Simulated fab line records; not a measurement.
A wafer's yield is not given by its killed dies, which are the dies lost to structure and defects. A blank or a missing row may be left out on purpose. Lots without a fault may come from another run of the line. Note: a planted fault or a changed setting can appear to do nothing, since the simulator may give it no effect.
fab line records    flow n5-finfet
[record] lots = 5  wafers = 15  last-day = 16
route steps=1938 shown MOL_CONTACT_COAG@584 BEOL_M4@1111 PASSIVATION@1936
lots that met no fault: from a run of the same line without faults
start-h: start of the lot's first displayed wafer, in hours after the record's first day    wait-h: hours since the lot's step before    " identical to the entry in the row above    L1.1+2: several wafers, shown together as one row    - no value, or no start given    * or withheld: withheld    < > ~ a bound
route shown NAME@n: names a module that has steps shown in the file, with the first one's number in the route    usual: average and standard deviation across the fault-free wafers    same: alike in all rows    chamber/n: place in a boat    sites: each site's reading    _std_site: standard deviation across them    _edge_site: mean of outer sites minus mean of inner sites    radius-mm: for every site, how far away it sits from the centre of the wafer    mask NAME#n: copy n    behind: the most recent tool/chamber to have shaped the wafer    hold: what put the lot on hold/how long, in hours/how the hold closed    device: whichever transistor did not switch (one of n, p or np)    end of line: the tests these same wafers got at the end of their route    for a step that has no rows: nothing shown but its recipe    killed: dies lost to structure and defects at the first sort, not the wafer's yield    map: shows each die of a wafer: x if killed, . if not, _ if none is there
set.NAME: the setting as run; set.NAME@STEP: as run at that earlier step    model.NAME: the simulator's own value behind a step, which no gauge read
lots at selected steps of the route; one table per step, one row per wafer
services: from which hour (start-h, from the record's first day; less than 0 if before it) a tool's chamber was out of use, for how many hours, and why
[[steps]]
[step N5_MOL_CONTACT_COAG_ETCHBACK_135]
[recipe] chemistry = CHF3  target = SiO2  target-depth-a = 250  time-s = 16.7  ion-energy-ev = 200  pressure-mtorr = 30  source-w = 610  bias-w = 170  Ar_flow_sccm = 200  CHF3_flow_sccm = 50
[step N5_MOL_CONTACT_COAG_STRIP_118]
[recipe] chemistry = CHF3  resist = SiARC  rf-frequency-hz = 6e+07
[step N5_MOL_CONTACT_COAG_VIA_ETCH_46]
[recipe] chemistry = C4F6/O2  target-depth-a = 460  overetch-a = 92  mask-material = SOC  target = SiO2  bias-w = 455  pressure-mtorr = 10  time-s = 40  source-w = 325  Ar_flow_sccm = 300  C4F6_flow_sccm = 10  O2_flow_sccm = 10  ion-energy-ev = 575.3  ends = end-point
[step N5_MOL_CONTACT_COAG_STRIP_96]
[recipe] chemistry = N2/H2  power-w = 500  temp-c = 40  pressure-mtorr = 50  rf-frequency-hz = 6e+07  overash-fraction = 0.3  bias-power-w = 28  h2-frac = 0.5  n2-flow-sccm = 300  h2-flow-sccm = 300
[step N5_MOL_CONTACT_COAG_ETCH_47]
[recipe] chemistry = CH3F/O2  target = SiNx  target-depth-a = 270  mask-material = SiO2  stop-on = W  over-etch-frac = 0.2  ion-energy-ev = 120  endpoint = OES-CN  pressure-mtorr = 30  source-w = 395  bias-w = 73  Ar_flow_sccm = 150  CH3F_flow_sccm = 30  O2_flow_sccm = 20  ends = end-point
[step N5_MOL_CONTACT_COAG_STRIP_119]
[recipe] chemistry = N2/H2  time-s = 30  power-w = 1000  temp-c = 250  pressure-mtorr = withheld  n2-flow-sccm = 1750  h2-flow-sccm = 3250
[step N5_MOL_CONTACT_COAG_PRECLEAN_144]
[recipe] chemistry = alkaline-clean  temp-c = 60  time-s = 60  do-ppb = 50
[step N5_MOL_CONTACT_COAG_SRD_145]
[recipe] dry = ipa-marangoni  time-s = 30  temp-c = 23  rinse-liquid = diw
[step N5_MOL_CONTACT_COAG_COAT_62]
[recipe] resist = SOC  temp-c = 250  time-s = 60  spin-rpm = 1500  resist-thk-nm = 60
[step N5_MOL_CONTACT_COAG_COAT_63]
[recipe] resist = SiARC  temp-c = 220  time-s = 60  spin-rpm = 1500  resist-thk-nm = 10
[step N5_MOL_CONTACT_COAG_COAT_64]
[recipe] resist = underlayer  temp-c = 205  time-s = 60  spin-rpm = 1500  resist-thk-nm = 10
[step N5_MOL_CONTACT_COAG_COAT_34]
[recipe] resist = CAR-EUV  spin-rpm = 1500  resist-thk-nm = 40
[usual] spin-speed-rpm = 1500.0/0.95
lot.wafer  tool            chamber  start-h  wait-h  spin-speed-rpm  model.CAR-EUV_of_MOL_CONTACT_COAG_COAT_34.thk-nm
L753.2     litho-track-03  0        105.09   -       1500.4          40
L753.3     "               0        "        "       1499.7          40
L753.4     "               0        "        "       1499.7          40.2
L761.1     litho-track-03  0        146.75   -       1559.0          39.2
L761.4     "               0        "        "       1560.9          39.2
L761.5     "               0        "        "       1560.2          39
L762.1     litho-track-03  0        154.26   -       1561.1          39.2
L762.2     "               0        "        "       1560.0          39.2
L762.6     "               0        "        "       1559.7          39.2
L763.2     litho-track-03  0        164.77   -       1560.1          39.4
L763.3     "               0        "        "       1560.0          39.2
L763.5     "               0        "        "       1558.6          39
L767.2     litho-track-01  0        186.14   -       1499.5          40
L767.4     "               0        "        "       1501.7          40
L767.6     "               0        "        "       1501.3          40
[step N5_MOL_CONTACT_COAG_EBR_36]
[recipe] solvent = PGMEA  ebr-width-mm = 1.5
[step N5_MOL_CONTACT_COAG_SOFTBAKE_35]
[recipe] temp-c = 110  time-s = 60  resist = CAR-EUV
[step N5_MOL_CONTACT_COAG_EXPOSE_37]
[recipe] mask-id = VD  na = 0.33  source-shape = annular  sigma-inner = 0.3  sigma-outer = 0.7  polarization = unpolarized  defocus-nm = 0  dose-mj = 62
[step N5_MOL_CONTACT_COAG_PEB_38]
[recipe] peb-temp-c = 100  peb-time-s = 60  resist = CAR-EUV
[step N5_MOL_CONTACT_COAG_DEVELOP_39]
[recipe] develop-time-s = 30  developer = TMAH  resist = CAR-EUV  rinse-liquid = surfactant-rinse  dry = air-spin  dev-temp-c = 23
[step N5_MOL_CONTACT_COAG_DESCUM_45]
[recipe] chemistry = O2  time-s = 7  source-power-w = 50  bias-power-w = 20  pressure-mtorr = 20  rf-frequency-hz = 2.712e+07  temp-c = 40  resist = CAR-EUV  o2-flow-sccm = 225
[step N5_MOL_CONTACT_COAG_ETCH_65]
[recipe] chemistry = N2/H2  target = underlayer  target-depth-a = 130  mask-material = CAR-EUV  time-s = 10.4  ion-energy-ev = 200  pressure-mtorr = 30  source-w = 840  bias-w = 150  n2-flow-sccm = 200  h2-flow-sccm = 200  ends = cleared
[step N5_MOL_CONTACT_COAG_ETCH_66]
[recipe] chemistry = CF4  target = SiARC  target-depth-a = 130  mask-material = CAR-EUV  time-s = 21.7  ion-energy-ev = 80  pressure-mtorr = 40  source-w = 545  bias-w = 36  Ar_flow_sccm = 100  cf4-flow-sccm = 100  ends = cleared
[step N5_MOL_CONTACT_COAG_ALD_133]
[recipe] material = SiO2  target-thk-a = 50  temp-c = 100  ald-precursor-family = BDEAS  ald-co-reactant = O2-plasma  pulse-time-s = 1  co-reactant-pulse-time-s = 1  purge-time-s = 2  co-reactant-purge-time-s = 2  ald-cycles = 35  pressure-torr = 2
[step N5_MOL_CONTACT_COAG_ETCHBACK_134]
[recipe] chemistry = CHF3  target = SiO2  target-depth-a = 100  time-s = 6.7  ion-energy-ev = 200  pressure-mtorr = 30  source-w = 610  bias-w = 170  Ar_flow_sccm = 200  CHF3_flow_sccm = 50
[usual] drypump-motor-current-A = 5.6/0.52  oes_f_703_au = 0.77/0.082  oes-product-au = 0.77/0.083  rf-vpp-V = 517/13  showerhead-plenum-p-Torr = 2.40/0.054  throttle-valve-pct = 18.73/0.27
[same] time-s = 6.7
lot.wafer  tool         chamber  start-h  wait-h  drypump-motor-current-A  oes_f_703_au  oes-product-au  rf-hours-counter-h  rf-vpp-V  showerhead-plenum-p-Torr  throttle-valve-pct  model.CAR-EUV_of_MOL_CONTACT_COAG_COAT_34.thk-nm
L753.2     rie-diel-02  2        106.82   0.1     5.1                      0.76          0.73            168                 517       2.47                      18.84               15.2
L753.3     "            1        "        "       5.7                      0.79          0.80            109                 522       2.40                      18.88               15.6
L753.4     "            3        "        "       5.3                      0.74          0.68            223                 498       2.44                      18.99               15.8
L761.1     rie-diel-06  0        147.49   0.1     5.3                      0.75          0.75            166                 505       2.48                      18.95               14.8
L761.4     "            0        "        "       5.3                      0.75          0.74            -                   505       2.48                      18.96               14.6
L761.5     "            3        "        "       4.8                      0.87          0.91            -                   532       2.34                      18.19               14.6
L762.1     rie-diel-02  2        155.72   0.1     5.1                      0.76          0.72            186                 517       2.46                      18.85               14.6
L762.2     "            0        "        "       6.2                      0.69          0.70            211                 538       2.45                      19.13               14.6
L762.6     "            0        "        "       6.2                      0.69          0.70            -                   539       2.45                      19.15               14.8
L763.2     rie-diel-05  3        165.60   0.1     5.6                      0.70          0.71            230                 529       2.43                      18.71               14.8
L763.3     "            0        "        "       6.3                      0.81          0.80            112                 505       2.31                      18.66               14.8
L763.5     "            3        "        "       5.6                      0.70          0.71            -                   528       2.43                      18.71               14.4
L767.2     rie-diel-05  3        186.99   0.1     5.6                      0.70          0.70            238                 528       2.43                      18.73               15.6
L767.4     "            0        "        "       6.3                      0.79          0.79            120                 503       2.31                      18.68               15.4
L767.6     "            0        "        "       6.3                      0.80          0.79            -                   503       2.31                      18.67               15.8
[step N5_MOL_CONTACT_COAG_ETCH_67]
[recipe] chemistry = N2/H2  target = SOC  target-depth-a = 600  overetch-a = 210  mask-material = SiARC  temp-c = 40  time-s = 101.2  ion-energy-ev = 200  pressure-mtorr = 30  source-w = 840  bias-w = 150  n2-flow-sccm = 200  h2-flow-sccm = 200
[step N5_BEOL_M4_RC_MEAS_101]
[usual] DIBL_N = 36.5/2.2  DIBL_P = 36.9/2.9  IOFF_N = 0.17/0.044  IOFF_P = 0.22/0.052  ION_N = 671/16  ION_P = 461/10  SS_N = 71.6/0.73  SS_P = 73.5/0.79  VT_N = 250/4.1  VT_P = -250/4.1
lot.wafer  tool       chamber  start-h  wait-h  DIBL_N[mV/V]  DIBL_P[mV/V]  IOFF_N[nA/um]  IOFF_P[nA/um]  ION_N[uA/um]  ION_P[uA/um]  SS_N[mV/dec]  SS_P[mV/dec]  VT_N[mV]  VT_P[mV]
L753.2     prober-01  0        178.79   0.2     33.2          33.3          0.11           0.14           671           456           70.3          72.2          254       -258
L753.3     "          0        "        "       31.7          33.4          0.09           0.14           645           451           69.8          72.1          259       -257
L753.4     "          0        "        "       34.6          33.1          0.12           0.13           650           444           71.3          72.3          257       -260
L762.1     prober-01  0        233.96   0.0     38.4          38.7          0.22           0.30           677           473           72.2          74.4          243       -245
L762.2     "          0        "        "       39.4          39.3          0.21           0.30           680           469           72.2          74.0          245       -244
L762.6     "          0        "        "       34.0          32.1          0.13           0.17           680           465           70.7          72.2          250       -254
L761.1     prober-01  0        242.65   0.0     32.0          31.8          0.10           0.14           651           451           70.6          72.5          255       -256
L761.4     "          0        "        "       35.1          36.3          0.14           0.19           669           458           71.9          73.4          251       -255
L761.5     "          0        "        "       35.2          36.5          0.14           0.21           673           462           71.9          72.9          251       -249
L763.2     prober-02  0        252.93   0.2     39.9          42.9          0.25           0.29           687           461           72.6          75.1          242       -247
L763.3     "          0        "        "       32.7          32.2          0.11           0.14           681           461           70.8          72.2          253       -256
L763.5     "          0        "        "       36.3          38.0          0.16           0.20           672           455           71.3          74.1          249       -251
L767.2     prober-02  0        268.72   0.2     38.8          40.6          0.19           0.26           666           463           71.6          74.2          248       -248
L767.4     "          0        "        "       34.5          34.9          0.13           0.18           662           460           71.5          73.4          253       -252
L767.6     "          0        "        "       34.7          35.1          0.12           0.18           662           455           71.3          73.3          254       -257
[step N5_PASSIVATION_PROBE_49]
[usual] defect-limited-yield = 91.3/1.4  killed_at_M0_to_M3 = 36/10  killed_at_M4_up = 13/5.4  killed-at-contacts = 12/5.3  killed-at-front-end = 39/10  killed-at-other = 3.2/2.7  killed-dies = 103/16  killed-on-rim = 13/4  killed-open = 68/13  killed-short = 33/6.6  sort_bin_5_function = 5.1/0.92  sort_bin_6_memory = 3.3/0.68  sort_bin_8_speed = 0.1/0.41  sort-n-pass = 1077/17  sort-yield-pct = 91.2/1.4
[same] gross-dies = 1180  killed-at-back-side = 0  sort_bin_4_leakage[%] = 0
lot.wafer  tool       chamber  start-h  wait-h  defect-limited-yield[%]  killed_at_M0_to_M3  killed_at_M4_up  killed-at-contacts  killed-at-front-end  killed-at-other  killed-dies  killed-on-rim  killed-open  killed-short  sort_bin_5_function[%]  sort_bin_6_memory[%]  sort_bin_8_speed[%]  sort-n-pass  sort-yield-pct[%]
L767.4     prober-02  -        374.97   0.2     92.0                     37                  23               7                   27                   0                94           11             64           28            4.6                     3.2                   0                    1086         92.0
// killed by level:class
L767.4 BEOL_M1:geometric-particle:open=13 FIN_SAQP:geometric-particle:open=8 BEOL_M0_SAQP:geometric-particle:short=8 MOL_CONTACT_COAG:geometric-particle:open=7 BEOL_M0_SAQP:geometric-particle:open=7 BEOL_M4:geometric-particle:open=6 FIN_SAQP:geometric-particle:short=5 BEOL_M5:geometric-particle:open=5
[[services]]
tool         chamber  start-h  hours  kind
rie-diel-06  3        89.22    5.0    repair
rie-diel-05  1        121.32   1.8    repair
rie-diel-06  2        144.60   -      clean
rie-diel-06  2        144.60   -      consumable-replace:focus-ring
rie-diel-06  2        144.60   14.3   scheduled-down
rie-diel-06  2        144.60   14.3   vent-cycle
rie-diel-06  1        173.12   2.4    repair
rie-diel-06  0        174.16   8.3    repair
rie-diel-02  3        177.94   -      clean
rie-diel-02  3        177.94   -      consumable-replace:focus-ring
rie-diel-02  3        177.94   17.6   scheduled-down
rie-diel-02  3        177.94   17.6   vent-cycle
[[key]]
[first-sign] step = N5_MOL_CONTACT_COAG_COAT_34  reading = spin-speed-rpm  direction = up  sigmas = 63  usual = *  struck = *
effect none on later readings
[model-effect] step = N5_MOL_CONTACT_COAG_COAT_34  value = CAR-EUV_of_MOL_CONTACT_COAG_COAT_34.thk-nm  without = 39.93  struck = 39.18
[model-effect] step = N5_MOL_CONTACT_COAG_ETCHBACK_134  value = CAR-EUV_of_MOL_CONTACT_COAG_COAT_34.thk-nm  without = 15.47  struck = 14.67
met-at N5_MOL_CONTACT_COAG_COAT_34
struck-wafers L761.1,L761.4,L761.5,L762.1,L762.2,L762.6,L763.2,L763.3,L763.5
onset-between 105.09 146.75
[fault] kind = process-parameter-drift  tool = litho-track-03  chamber = -  onset-h = 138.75  steps = N5_MOL_CONTACT_COAG_COAT_34  channel = spin-rpm  offset = *  shape = step  end-h = 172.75  acts-in = *  stated = *
